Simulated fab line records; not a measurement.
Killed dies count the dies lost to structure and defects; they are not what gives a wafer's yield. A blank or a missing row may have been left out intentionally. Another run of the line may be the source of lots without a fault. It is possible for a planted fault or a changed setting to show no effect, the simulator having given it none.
fab line records | flow n5Finfet | part 1 of 2: steps 1 to 4 of 6
[record] lots = 21 wafers = 63 lastDay = 18
route steps=1938 shown BEOL_M11@1537 BEOL_M12@1643
lots untouched by any fault: they come from a run of this same line in which no faults occurred
startH: hours from the record's opening day to when the first of the lot's shown wafers began | waitH: hours since the lot's step before | " identical to the entry in the row above | L1.1+2: several wafers, shown together as one row | - no value, or no start given | * or withheld: withheld | < > ~ a bound
route shown NAME@n: names a module that has steps shown in the file, with the first one's number in the route | usual: the fault-free wafers' mean and standard deviation | same: alike in all rows | chamber/n: place in a boat | sites: each site's reading | _std_site: the values' standard deviation | _edge_site: the outer-site mean with the inner-site mean subtracted | radiusMm: for every site, how far away it sits from the centre of the wafer | mask NAME#n: copy n | behind: the most recent tool/chamber to have shaped the wafer | hold: the reason the lot was held/the length of the hold in hours/how it ended | device: which transistor (n, p or np) failed to switch | end of line: the route-end tests of the same wafers | for a step that has no rows: nothing shown but its recipe | killed: at the first sort, the dies lost to defects and structure; wafer yield is something else | map: dies across one wafer; x = killed, . = not, _ = none there
set.NAME: setting as actually run; set.NAME@STEP: the setting as run at that earlier step | model.NAME: the simulator's own value behind a step, which no gauge read
route steps across a sampled set of lots; one table per step, one row per wafer
services: from which hour (startH, from the record's first day; less than 0 if before it) a tool's chamber was out of use, for how many hours, and why
[[steps]]
[step N5_BEOL_M11_CURE_71]
[recipe] tempC = 385 timeS = 240 ambient = He/Ar material = SiCOH_lowk
[usual] lampPowerPct = 52.31/0.053 wafer_temp_C_max = 387.1/0.81
// columns lot.wafer tool chamber startH waitH lampPowerPct wafer_temp_C_max
L075.1 uvCure-01 0 243.64 0.1 52.36 387.8
L075.4 " 0 " " 52.37 387.8
L075.6 " 0 " " 52.24 387.8
L076.3 uvCure-03 1 252.50 0.2 52.32 387.3
L076.5 " 1 " " 52.25 387.2
L076.6 " 1 " " 52.28 389.7
L077.2 uvCure-03 2 252.90 0.3 52.23 386.6
L077.4 " 2 " " 52.39 386.3
L077.5 " 2 " " 52.31 386.7
L078.1 uvCure-03 2 261.93 0.1 52.23 386.6
L078.3 " 2 " " 52.31 386.6
L078.4 " 2 " " 52.43 386.5
L080.2 uvCure-02 2 278.78 0.1 52.39 386.1
L080.3 " 2 " " 52.34 385.7
L080.6 " 2 " " 52.28 386.3
L079.1 uvCure-01 1 278.79 0.0 52.37 388.4
L079.3 " 1 " " 52.26 387.6
L079.4 " 1 " " 52.33 388.3
L085.2 uvCure-03 2 284.22 0.5 52.26 387.0
L085.3 " 2 " " 52.29 386.5
L085.5 " 2 " " 52.28 387.0
L081.3 uvCure-03 1 285.18 0.2 52.28 386.9
L081.5 " 1 " " 52.36 387.1
L081.6 " 1 " " 52.30 387.3
L083.4 uvCure-03 2 295.95 1.0 52.32 386.8
L083.5 " 2 " " 52.32 386.5
L083.6 " 2 " " 52.29 386.3
L084.3 uvCure-02 2 297.41 0.2 52.30 385.9
L084.4 " 2 " " 52.26 386.0
L084.5 " 2 " " 52.22 386.7
L087.1 uvCure-01 2 302.93 0.0 52.35 386.7
L087.3 " 2 " " 52.33 386.5
L087.6 " 2 " " 52.29 387.1
L088.2 uvCure-03 2 305.49 0.1 52.23 386.1
L088.4 " 2 " " 52.20 387.3
L088.5 " 2 " " 52.37 387.0
L086.1 uvCure-01 1 305.82 0.0 52.31 387.3
L086.3 " 1 " " 52.25 387.4
L086.5 " 1 " " 52.23 387.2
L089.4 uvCure-02 0 320.17 0.3 52.41 385.8
L089.5 " 0 " " 52.33 386.1
L089.6 " 0 " " 52.24 386.2
L091.3 uvCure-01 0 343.81 0.4 52.27 388.2
L091.5 " 0 " " 52.32 388.8
L091.6 " 0 " " 52.40 387.1
L093.2 uvCure-01 1 344.61 0.6 52.27 388.8
L093.3 " 1 " " 52.25 388.1
L093.5 " 1 " " 52.32 388.0
L092.2 uvCure-01 1 353.65 0.1 52.30 388.3
L092.3 " 1 " " 52.32 388.6
L092.6 " 1 " " 52.37 387.5
L094.1 uvCure-02 1 354.47 0.0 52.32 387.4
L094.5 " 1 " " 52.34 387.6
L094.6 " 1 " " 52.29 387.2
L095.1 uvCure-03 1 376.26 0.0 52.29 387.2
L095.4 " 1 " " 52.33 386.9
L095.5 " 1 " " 52.31 387.0
L096.1 uvCure-03 0 387.05 0.0 52.25 387.7
L096.2 " 0 " " 52.41 387.4
L096.5 " 0 " " 52.34 387.4
L097.2 uvCure-03 1 389.40 0.4 52.33 387.2
L097.3 " 1 " " 52.28 386.9
L097.5 " 1 " " 52.37 387.7
[step N5_BEOL_M11_OVL_MEAS_12]
[recipe] pointsPerWafer = 44
[usual] M11_OVL = 0.4/0.89
// columns lot.wafer tool chamber startH waitH M11_OVL[nm]
L075.1 overlay-01 0 244.79 0.0 0.7
L075.4 " 0 " " -0.6
L075.6 " 0 " " -0.7
L076.3 overlay-02 0 255.12 0.0 -0.9
L076.5 " 0 " " 0.7
L076.6 " 0 " " 0.8
L077.2 overlay-02 0 255.19 0.0 1.4
L077.4 " 0 " " 2.4
L077.5 " 0 " " 2.1
L078.1 overlay-01 0 264.52 0.0 0.9
L078.3 " 0 " " 1.2
L078.4 " 0 " " 1.4
L080.2 overlay-02 0 280.60 0.0 0.5
L080.3 " 0 " " 0.1
L080.6 " 0 " " -0.2
L079.1 overlay-01 0 280.78 0.0 1.8
L079.3 " 0 " " 0.9
L079.4 " 0 " " 1.8
L085.2 overlay-01 0 286.59 0.0 -0.8
L085.3 " 0 " " -0.4
L085.5 " 0 " " -0.7
L081.3 overlay-01 0 286.77 0.0 -1.2
L081.5 " 0 " " 0.3
L081.6 " 0 " " 0.0
L083.4 overlay-02 0 296.85 0.0 1.9
L083.5 " 0 " " 0.4
L083.6 " 0 " " 1.7
L084.3 overlay-02 0 300.29 0.0 0.0
L084.4 " 0 " " 0.0
L084.5 " 0 " " 2.0
L087.1 overlay-02 0 304.61 0.0 -0.6
L087.3 " 0 " " -0.1
L087.6 " 0 " " -1.8
L088.2 overlay-02 0 307.44 0.0 -0.4
L088.4 " 0 " " 0.0
L088.5 " 0 " " -0.6
L086.1 overlay-02 0 307.61 0.0 0.2
L086.3 " 0 " " 2.5
L086.5 " 0 " " 1.3
L089.4 overlay-02 0 321.31 0.0 0.6
L089.5 " 0 " " 0.1
L089.6 " 0 " " -0.5
L091.3 overlay-02 0 347.84 0.0 0.1
L091.5 " 0 " " 0.0
L091.6 " 0 " " 0.3
L093.2 overlay-01 0 348.36 0.0 0.9
L093.3 " 0 " " -0.3
L093.5 " 0 " " 0.4
L092.2 overlay-02 0 354.58 0.0 -1.5
L092.3 " 0 " " 0.2
L092.6 " 0 " " 0.0
L094.1 overlay-01 0 357.19 0.0 -0.7
L094.5 " 0 " " 0.3
L094.6 " 0 " " -0.4
L095.1 overlay-01 0 377.41 0.0 0.0
L095.4 " 0 " " 1.7
L095.5 " 0 " " 0.1
L096.1 overlay-02 0 389.50 0.0 0.1
L096.2 " 0 " " 1.0
L096.5 " 0 " " 1.3
L097.2 overlay-01 0 390.72 0.0 2.3
L097.3 " 0 " " 0.5
L097.5 " 0 " " 1.0
[step N5_BEOL_M11_DESCUM_16]
[recipe] chemistry = O2 timeS = 7.9 sourcePowerW = 50 biasPowerW = 20 pressureMtorr = 20 rfFrequencyHz = 2.712e+07 tempC = 40 resist = CAR-ArF o2FlowSccm = 225
[usual] chamberPressureMTorr = 20.001/0.017 drypumpMotorCurrentA = 5.7/0.37 oesProductAu = 0.77/0.086 rfFwdPowerW = 49.50/0.17 rfVppV = 242.9/1.4 showerheadPlenumPTorr = 2.07/0.072 throttleValvePct = 20.40/0.26
// columns lot.wafer tool chamber startH waitH chamberPressureMTorr drypumpMotorCurrentA oesProductAu rfFwdPowerW rfHoursCounterH rfVppV showerheadPlenumPTorr throttleValvePct
L075.1 rieDiel-03 2 244.85 0.0 19.998 6.0 0.73 49.63 184 241.3 1.99 20.49
L075.4 " 0 " " 19.987 5.9 0.83 49.49 71 241.9 2.02 20.14
L075.6 " 0 " " 19.989 5.9 0.84 49.43 - 241.8 2.02 20.13
L076.3 rieDiel-03 2 255.17 0.0 20.004 6.0 0.74 49.50 187 241.7 1.99 20.49
L076.5 " 3 " " 19.970 5.5 0.68 49.61 - 244.7 2.16 20.46
L076.6 " 0 " " 19.996 5.9 0.83 49.43 - 241.2 2.02 20.15
L077.2 rieDiel-02 0 255.25 0.0 20.000 5.7 0.90 49.70 20 243.3 2.14 20.21
L077.4 " 3 " " 19.990 4.9 0.71 49.68 226 241.2 1.99 20.93
L077.5 " 1 " " 19.990 6.4 0.95 49.54 - 242.5 2.03 19.97
L078.1 rieDiel-02 0 264.58 0.0 19.992 5.7 0.91 49.64 23 243.2 2.13 20.21
L078.3 " 3 " " 20.023 4.9 0.70 49.85 229 243.5 1.99 20.96
L078.4 " 1 " " 20.007 6.3 0.95 49.47 11 243.4 2.03 19.99
L080.2 rieDiel-02 1 280.66 0.0 20.000 6.3 0.94 49.47 15 242.0 2.03 19.99
L080.3 " 2 " " 20.012 5.8 0.74 49.48 170 244.2 2.09 20.68
L080.6 " 1 " " 20.017 6.4 0.94 49.34 - 242.4 2.03 19.98
L079.1 rieDiel-03 3 280.84 0.0 19.988 5.5 0.68 49.74 213 244.1 2.16 20.49
L079.3 " 1 " " 20.016 5.7 0.75 49.62 171 243.4 2.08 20.21
L079.4 " 0 " " 20.012 5.9 0.82 49.36 81 241.3 2.01 20.15
L085.2 rieDiel-03 0 286.92 0.3 20.043 5.9 0.82 49.46 83 242.5 2.01 20.15
L085.3 " 1 " " 20.013 5.7 0.74 49.52 173 244.4 2.08 20.21
L085.5 " 1 " " 20.004 5.7 0.75 49.63 - 241.6 2.08 20.20
L081.3 rieDiel-04 3 286.96 0.2 19.996 6.3 0.83 49.46 81 243.9 2.22 20.63
L081.5 " 1 " " 19.993 5.2 0.95 49.11 - 244.4 2.15 20.26
L081.6 " 2 " " 19.989 5.8 0.72 49.28 - 243.2 2.05 20.31
L083.4 rieDiel-03 3 297.03 0.2 19.977 5.5 0.68 49.67 218 243.3 2.16 20.47
L083.5 " 0 " " 20.010 5.9 0.82 49.38 - 242.3 2.01 20.15
L083.6 " 3 " " 20.026 5.5 0.68 49.67 - 245.3 2.16 20.48
L084.3 rieDiel-02 1 300.35 0.0 19.989 6.3 0.92 49.34 22 241.4 2.02 20.00
L084.4 " 0 " " 20.018 5.7 0.88 49.64 35 242.3 2.13 20.22
L084.5 " 2 " " 19.996 5.8 0.74 49.55 - 244.2 2.08 20.68
L087.1 rieDiel-03 3 304.67 0.0 20.019 5.5 0.69 49.77 220 244.1 2.16 20.51
L087.3 " 0 " " 20.000 5.9 0.81 49.45 88 242.8 2.01 20.16
L087.6 " 0 " " 19.986 5.9 0.82 49.30 - 242.1 2.01 20.16
L088.2 rieDiel-02 2 307.68 0.2 19.984 5.9 0.73 49.69 181 242.6 2.08 20.68
L088.4 " 1 " " 20.005 6.4 0.91 49.41 - 242.0 2.02 20.00
L088.5 " 3 " " 19.996 4.9 0.71 49.71 - 241.2 1.99 20.97
L086.1 rieDiel-03 1 307.95 0.3 20.006 5.7 0.74 49.56 179 243.5 2.07 20.21
L086.3 " 2 " " 19.978 6.0 0.73 49.53 203 241.8 1.98 20.52
L086.5 " 1 " " 19.999 5.7 0.74 49.67 - 242.4 2.07 20.21
L089.4 rieDiel-03 1 321.39 0.0 19.968 5.7 0.74 49.22 - 243.2 2.07 20.23
L089.5 " 3 " " 20.025 5.5 0.67 49.29 - 243.6 2.16 20.49
L089.6 " 2 " " 19.994 6.0 0.73 49.43 - 241.3 1.98 20.52
L091.3 rieDiel-03 0 347.90 0.0 20.002 5.9 0.80 49.45 97 242.7 2.01 20.18
L091.5 " 1 " " 20.010 5.7 0.73 49.44 - 242.8 2.07 20.25
L091.6 " 0 " " 20.017 5.9 0.81 49.50 - 242.4 2.01 20.17
L093.2 rieDiel-04 2 348.41 0.0 19.969 5.8 0.70 49.09 215 242.9 2.05 20.34
L093.3 " 0 " " 20.001 5.5 0.98 49.24 6 245.0 2.22 20.15
L093.5 " 0 " " 20.007 5.5 0.98 49.62 - 243.8 2.22 20.16
L092.2 rieDiel-03 3 354.64 0.0 20.001 5.5 0.66 49.38 235 243.3 2.15 20.50
L092.3 " 1 " " 19.969 5.7 0.73 49.57 193 242.9 2.07 20.23
L092.6 " 3 " " 19.993 5.5 0.67 49.48 - 244.2 2.15 20.51
L094.1 rieDiel-03 3 357.25 0.0 20.026 5.5 0.66 49.46 236 244.9 2.15 20.51
L094.5 " 2 " " 20.003 6.0 0.71 49.47 - 241.5 1.98 20.57
L094.6 " 3 " " 20.010 5.5 0.66 49.46 - 243.8 2.15 20.52
L095.1 rieDiel-03 3 377.50 0.1 20.008 5.5 0.66 49.49 242 244.9 2.15 20.50
L095.4 " 2 " " 20.015 6.0 0.72 49.52 224 241.8 1.98 20.55
L095.5 " 1 " " 19.973 5.7 0.73 49.37 - 242.4 2.07 20.25
L096.1 rieDiel-02 1 389.56 0.0 19.994 6.3 0.86 49.71 52 243.3 2.01 20.04
L096.2 " 2 " " 19.971 5.8 0.71 49.59 209 242.1 2.07 20.74
L096.5 " 0 " " 20.056 5.7 0.84 49.72 - 244.8 2.12 20.25
L097.2 rieDiel-03 0 390.94 0.2 19.991 5.9 0.79 49.47 110 242.3 2.00 20.18
L097.3 " 3 " " 20.007 5.6 0.66 49.82 245 244.1 2.15 20.53
L097.5 " 1 " " 19.990 5.7 0.73 49.76 - 243.4 2.07 20.25
[step N5_BEOL_M11_ETCH_62]
[recipe] chemistry = N2/H2 target = SOC targetDepthA = 1100 overetchA = 220 maskMaterial = SiARC tempC = 40 timeS = 165 ionEnergyEv = 200 pressureMtorr = 30 sourceW = 840 biasW = 150 n2FlowSccm = 200 h2FlowSccm = 200
[usual] biasW = 150.0/0.42 chamberPressureMTorr = 30.00/0.031 drypumpMotorCurrentA = 5.8/0.37 oesProductAu = 0.66/0.07 rfFwdPowerW = 837.9/2.5 rfVppV = 523.3/2.5 showerheadPlenumPTorr = 2.52/0.086 throttleValvePct = 17.85/0.22
// columns lot.wafer tool chamber startH waitH biasW chamberPressureMTorr drypumpMotorCurrentA oesProductAu rfFwdPowerW rfHoursCounterH rfVppV showerheadPlenumPTorr throttleValvePct
L075.1 rieDiel-03 2 244.93 0.0 149.9 30.02 6.1 0.64 837.0 184 519.1 2.44 18.01
L075.4 " 0 " " 150.1 29.98 6.0 0.70 837.0 71 521.2 2.46 17.63
L075.6 " 0 " " 150.1 29.99 6.0 0.71 838.5 - 522.0 2.46 17.63
L076.3 rieDiel-03 2 255.26 0.0 150.1 29.95 6.0 0.64 836.1 187 520.9 2.44 18.00
L076.5 " 3 " " 149.8 30.04 5.5 0.59 836.8 - 524.9 2.64 17.86
L076.6 " 0 " " 150.0 29.95 5.9 0.70 836.7 - 523.0 2.46 17.64
L077.2 rieDiel-02 0 255.33 0.0 150.4 30.00 5.7 0.78 837.4 20 525.3 2.62 17.74
L077.4 " 3 " " 149.8 30.08 4.9 0.61 836.8 227 520.2 2.40 18.17
L077.5 " 1 " " 150.3 30.04 6.4 0.80 840.8 - 522.5 2.49 17.41
L078.1 rieDiel-02 0 264.67 0.0 149.4 30.01 5.7 0.77 840.0 23 524.8 2.61 17.74
L078.3 " 3 " " 150.0 30.01 4.9 0.61 838.8 229 519.9 2.40 18.16
L078.4 " 1 " " 150.5 30.02 6.3 0.80 836.1 11 522.2 2.49 17.41
L080.2 rieDiel-02 1 280.74 0.0 149.9 29.97 6.4 0.78 835.0 15 521.7 2.49 17.42
L080.3 " 2 " " 150.3 30.03 5.8 0.63 838.2 171 524.2 2.54 18.18
L080.6 " 1 " " 150.0 29.99 6.4 0.78 839.5 - 521.0 2.49 17.42
L079.1 rieDiel-03 3 280.92 0.0 150.3 29.99 5.5 0.59 833.6 213 526.0 2.63 17.88
L079.3 " 1 " " 149.7 30.04 5.7 0.63 836.1 171 524.3 2.53 17.67
L079.4 " 0 " " 149.7 29.97 5.9 0.69 836.6 81 521.9 2.46 17.64
L085.2 rieDiel-03 0 287.00 0.0 150.0 29.98 5.9 0.69 836.8 83 520.4 2.46 17.65
L085.3 " 1 " " 150.1 29.99 5.7 0.64 838.2 173 523.8 2.53 17.63
L085.5 " 1 " " 149.3 30.01 5.7 0.64 839.2 - 523.9 2.53 17.64
L081.3 rieDiel-04 3 287.04 0.0 150.5 30.03 6.3 0.69 839.1 81 527.6 2.68 17.94
L081.5 " 1 " " 149.8 30.01 5.2 0.80 837.8 - 526.0 2.61 17.66
L081.6 " 2 " " 150.4 29.95 5.8 0.61 833.8 - 524.1 2.51 17.76
L083.4 rieDiel-03 3 297.11 0.0 149.7 29.99 5.5 0.58 838.5 218 526.0 2.63 17.88
L083.5 " 0 " " 150.4 30.00 5.9 0.69 837.4 - 522.2 2.46 17.64
L083.6 " 3 " " 149.3 29.97 5.5 0.58 838.4 - 526.6 2.63 17.87
L084.3 rieDiel-02 1 300.43 0.0 149.8 29.98 6.4 0.77 838.0 22 522.9 2.48 17.43
L084.4 " 0 " " 150.1 30.00 5.7 0.76 836.5 35 526.1 2.61 17.78
L084.5 " 2 " " 150.6 29.98 5.9 0.62 838.4 - 525.4 2.53 18.18
L087.1 rieDiel-03 3 304.75 0.0 149.8 30.05 5.5 0.59 836.5 220 526.4 2.63 17.89
L087.3 " 0 " " 149.4 30.02 5.9 0.70 837.2 88 521.1 2.45 17.67
L087.6 " 0 " " 149.3 30.06 6.0 0.70 835.2 - 522.9 2.45 17.66
L088.2 rieDiel-02 2 307.76 0.0 150.5 30.01 5.9 0.62 837.8 181 523.4 2.53 18.20
L088.4 " 1 " " 150.0 29.92 6.4 0.77 844.0 - 521.5 2.48 17.44
L088.5 " 3 " " 150.2 29.97 4.9 0.60 842.1 - 519.9 2.40 18.17
L086.1 rieDiel-03 1 308.04 0.0 149.7 30.01 5.7 0.63 839.7 179 525.5 2.53 17.66
L086.3 " 2 " " 150.2 30.02 6.0 0.62 838.7 203 518.7 2.43 18.03
L086.5 " 1 " " 149.9 29.99 5.7 0.63 839.2 - 523.1 2.53 17.67
L089.4 rieDiel-03 1 321.52 0.1 149.4 29.99 5.7 0.63 834.5 - 524.9 2.52 17.66
L089.5 " 3 " " 149.6 30.02 5.5 0.58 836.4 - 525.5 2.63 17.90
L089.6 " 2 " " 150.0 30.04 6.1 0.62 836.0 - 521.6 2.43 18.03
L091.3 rieDiel-03 0 347.99 0.0 150.2 30.01 5.9 0.68 839.3 97 519.9 2.45 17.68
L091.5 " 1 " " 149.4 30.04 5.7 0.63 835.2 - 522.3 2.52 17.69
L091.6 " 0 " " 150.2 30.01 5.9 0.68 841.3 - 522.0 2.45 17.69
L093.2 rieDiel-04 2 348.50 0.0 150.2 30.00 5.8 0.60 833.2 215 521.8 2.51 17.81
L093.3 " 0 " " 151.1 30.00 5.5 0.82 833.3 6 528.6 2.72 17.75
L093.5 " 0 " " 150.8 30.00 5.5 0.82 835.9 - 528.6 2.72 17.74
L092.2 rieDiel-03 3 354.72 0.0 150.7 30.01 5.5 0.58 838.9 235 524.9 2.62 17.92
L092.3 " 1 " " 150.7 30.00 5.7 0.63 837.0 194 523.8 2.52 17.68
L092.6 " 3 " " 149.8 29.98 5.5 0.58 836.9 - 527.2 2.62 17.92
L094.1 rieDiel-03 3 357.34 0.0 149.8 29.99 5.5 0.57 835.3 236 524.7 2.62 17.91
L094.5 " 2 " " 150.1 30.02 6.1 0.61 842.0 - 520.2 2.43 18.06
L094.6 " 3 " " 150.3 29.99 5.5 0.58 843.1 - 526.4 2.62 17.90
L095.1 rieDiel-03 3 377.59 0.0 150.0 30.01 5.5 0.57 837.0 242 524.6 2.62 17.93
L095.4 " 2 " " 150.5 30.04 6.0 0.61 841.0 224 519.7 2.42 18.07
L095.5 " 1 " " 149.9 30.00 5.7 0.62 839.7 - 525.0 2.52 17.68
L096.1 rieDiel-02 1 389.65 0.0 150.2 30.02 6.3 0.73 839.2 52 522.3 2.47 17.49
L096.2 " 2 " " 150.2 30.00 5.9 0.61 838.2 209 523.2 2.52 18.24
L096.5 " 0 " " 150.8 30.02 5.7 0.72 837.2 - 525.5 2.60 17.81
L097.2 rieDiel-03 0 391.03 0.0 149.8 30.00 5.9 0.67 838.4 110 520.7 2.45 17.69
L097.3 " 3 " " 150.6 30.06 5.5 0.57 835.1 245 525.7 2.62 17.94
L097.5 " 1 " " 150.0 30.06 5.7 0.62 839.5 - 524.4 2.52 17.69
